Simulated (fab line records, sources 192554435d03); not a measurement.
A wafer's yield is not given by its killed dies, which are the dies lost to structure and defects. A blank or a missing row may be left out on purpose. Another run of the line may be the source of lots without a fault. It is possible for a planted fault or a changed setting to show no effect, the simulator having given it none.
Matching of chambers ; flow n5Finfet ; N5_BEOL_M9_CURE_71 on uvCure-02 has 3 sister chambers
The step cures SiCOH lowk, time 240 s. 16 wafers are shown with their chamber, then 8 later ones without.

WAFERS WITH THEIR CHAMBER
wafer;chamber;wafer_temp_C_max;lampPowerPct (%)
L074.2;2;386.6;52.24
L074.4;2;386.3;52.26
L074.5;2;386.2;52.35
L081.1;0;386.0;52.28
L081.4;0;386.5;52.30
L081.6;0;386.3;52.36
L084.2;0;386.4;52.36
L084.4;0;386.3;52.28
L084.6;0;386.6;52.36
L086.2;0;386.1;52.24
L086.3;0;386.2;52.30
L086.6;0;385.7;52.33
L088.1;0;386.6;52.24
L088.2;0;386.1;52.35
L088.3;0;385.7;52.29
L092.2;1;388.4;52.37

SIGNATURES (averages over the wafers above)
reading;chamber 0;chamber 1;chamber 2;scatter within a chamber
wafer_temp_C_max;386.208;388.400;386.367;0.293
lampPowerPct;52.3075;52.3700;52.2833;0.0468
Rule: distance of a wafer from a chamber = root of the sum over the readings of ((wafer's reading minus chamber's mean) / reading's scatter) squared. If the next closest chamber is less than 2 further off than the closest, the wafer can't be placed; otherwise it belongs to the closest. The scatter: take each reading less its chamber's mean, square it, sum over the shown wafers, divide by the number of wafers less the number of chambers, and take the root.

WAFERS WHOSE CHAMBER IS MISSING
wafer;wafer_temp_C_max;lampPowerPct (%)
L092.3;388.2;52.34
L092.4;387.8;52.27
L091.2;387.5;52.34
L091.3;387.7;52.37
L091.6;387.5;52.32
L095.1;386.1;52.32
L095.3;386.3;52.46
L095.4;386.6;52.23

THE CHAMBER EACH PASSED THROUGH
wafer;from the rows above;in truth
L092.3;1;1
L092.4;can't be placed: 1 or 2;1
L091.2;can't be placed: 1 or 2 or 0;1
L091.3;1;1
L091.6;can't be placed: 1 or 2 or 0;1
L095.1;can't be placed: 0 or 2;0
L095.3;can't be placed: 0 or 2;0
L095.4;can't be placed: 2 or 0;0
Correct placement for 2 of the 8. Not placeable from these rows: 6 (in 6, the candidates include the true chamber). 0 placed wrongly.
